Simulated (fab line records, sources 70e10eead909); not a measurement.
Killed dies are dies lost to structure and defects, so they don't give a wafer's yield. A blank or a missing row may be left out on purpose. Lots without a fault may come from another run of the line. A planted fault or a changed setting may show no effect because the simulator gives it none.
Chamber matching | flow nand_harc | NHARC_A_STAIRCASE_DEP_301 on pecvd-01: 3 sister chambers
The step deposits SiON, target thk 30 nm. 20 wafers are shown with their chamber, then 10 later ones without.

WAFERS WITH THEIR CHAMBER
wafer  | chamber | heater_power_w (W) | rf_fwd_power_W (W)
L074.2 | 1       | 631                | 348.8
L074.3 | 2       | 722                | 347.5
L074.4 | 1       | 613                | 348.3
L075.1 | 2       | 760                | 348.3
L075.3 | 0       | 702                | 350.1
L075.4 | 1       | 628                | 348.5
L076.1 | 0       | 614                | 349.8
L076.3 | 2       | 687                | 347.9
L076.6 | 2       | 686                | 349.8
L084.1 | 1       | 668                | 348.7
L084.5 | 1       | 666                | 350.0
L084.6 | 2       | 678                | 350.0
L087.2 | 2       | 642                | 348.1
L087.3 | 1       | 654                | 346.6
L087.4 | 0       | 621                | 348.1
L091.2 | 2       | 683                | 347.9
L091.3 | 0       | 640                | 350.1
L091.4 | 0       | 640                | 347.7
L093.2 | 1       | 694                | 345.7
L093.4 | 0       | 723                | 348.1

SIGNATURES (means of the wafers above)
reading        | chamber 0 | chamber 1 | chamber 2 | scatter within a chamber
heater_power_w | 656.67    | 650.57    | 694.00    | 36.9
rf_fwd_power_W | 348.983   | 348.086   | 348.500   | 1.21
Rule: a wafer's distance from a chamber is the root of the sum, over the readings, of the square of ((its reading less the chamber's mean) divided by the reading's scatter). The wafer belongs to the nearest chamber; if the next one is less than 2 further off, it can't be placed. The scatter: the root of (the sum of the squares of (reading less its chamber's mean) over the shown wafers, divided by (wafers less chambers)).

WAFERS WITHOUT THEIR CHAMBER
wafer  | heater_power_w (W) | rf_fwd_power_W (W)
L093.5 | 733                | 347.9
L095.2 | 653                | 348.1
L095.4 | 645                | 350.5
L095.6 | 727                | 348.5
L096.1 | 662                | 348.9
L096.3 | 695                | 349.7
L096.5 | 696                | 346.6
L097.2 | 702                | 349.5
L097.3 | 659                | 349.0
L097.4 | 677                | 347.7

WHICH CHAMBER EACH WENT THROUGH
wafer  | from the rows above          | in truth
L093.5 | can't be placed: 2 or 1 or 0 | 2
L095.2 | can't be placed: 1 or 0 or 2 | 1
L095.4 | can't be placed: 0 or 1 or 2 | 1
L095.6 | can't be placed: 2 or 0 or 1 | 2
L096.1 | can't be placed: 0 or 1 or 2 | 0
L096.3 | can't be placed: 2 or 0 or 1 | 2
L096.5 | can't be placed: 2 or 1 or 0 | 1
L097.2 | can't be placed: 2 or 0 or 1 | 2
L097.3 | can't be placed: 0 or 1 or 2 | 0
L097.4 | can't be placed: 1 or 2 or 0 | 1
Placed correctly: 0 of 10. Can't be placed from these rows: 10 (the true chamber is among the candidates in 10). Placed wrongly: 0.
